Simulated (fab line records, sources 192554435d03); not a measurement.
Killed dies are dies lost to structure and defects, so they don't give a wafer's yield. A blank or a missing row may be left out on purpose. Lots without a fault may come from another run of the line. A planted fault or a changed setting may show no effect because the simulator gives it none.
Chamber matching | flow n5_finfet | N5_BEOL_M3_CO_CAP_55 on cvd_co-02: 3 sister chambers
The step material Co, precursor CCTBA/H2, target thk 2 nm, time 102.1 s. 3 wafers are shown with their chamber, then 12 later ones without.

WAFERS WITH THEIR CHAMBER
wafer  | chamber | heater_power_w (W)
L087.2 | 0       | 246
L091.2 | 1       | 221
L091.5 | 2       | 234

WAFERS WITHOUT THEIR CHAMBER
wafer  | heater_power_w (W)
L088.1 | 244
L088.3 | 219
L088.5 | 239
L092.1 | 235
L092.2 | 237
L092.3 | 221
L094.2 | 242
L094.4 | 236
L094.5 | 243
L093.1 | 236
L093.4 | 238
L093.5 | 222

WHICH CHAMBER EACH WENT THROUGH
wafer  | from the rows above     | in truth
L088.1 | 0                       | 0
L088.3 | 1                       | 1
L088.5 | can't be placed: 2 or 0 | 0
L092.1 | 2                       | 2
L092.2 | 2                       | 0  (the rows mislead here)
L092.3 | 1                       | 1
L094.2 | can't be placed: 0 or 2 | 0
L094.4 | 2                       | 2
L094.5 | 0                       | 0
L093.1 | 2                       | 2
L093.4 | can't be placed: 2 or 0 | 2
L093.5 | 1                       | 1
Placed correctly: 8 of 12. Can't be placed from these rows: 3 (the true chamber is among the candidates in 3). Placed wrongly: 1.
How it was worked out, from the rows above alone: a wafer's distance from a chamber is the root of the sum, over the readings, of the square of ((its reading less the chamber's mean) divided by the reading's scatter). The wafer belongs to the nearest chamber; if the next one is less than 2 further off, it can't be placed. A chamber's mean is the mean of its shown wafers. The scatter: with one shown wafer a chamber, the root of the mean of the squares of how far each hidden wafer lies from its nearest shown one.
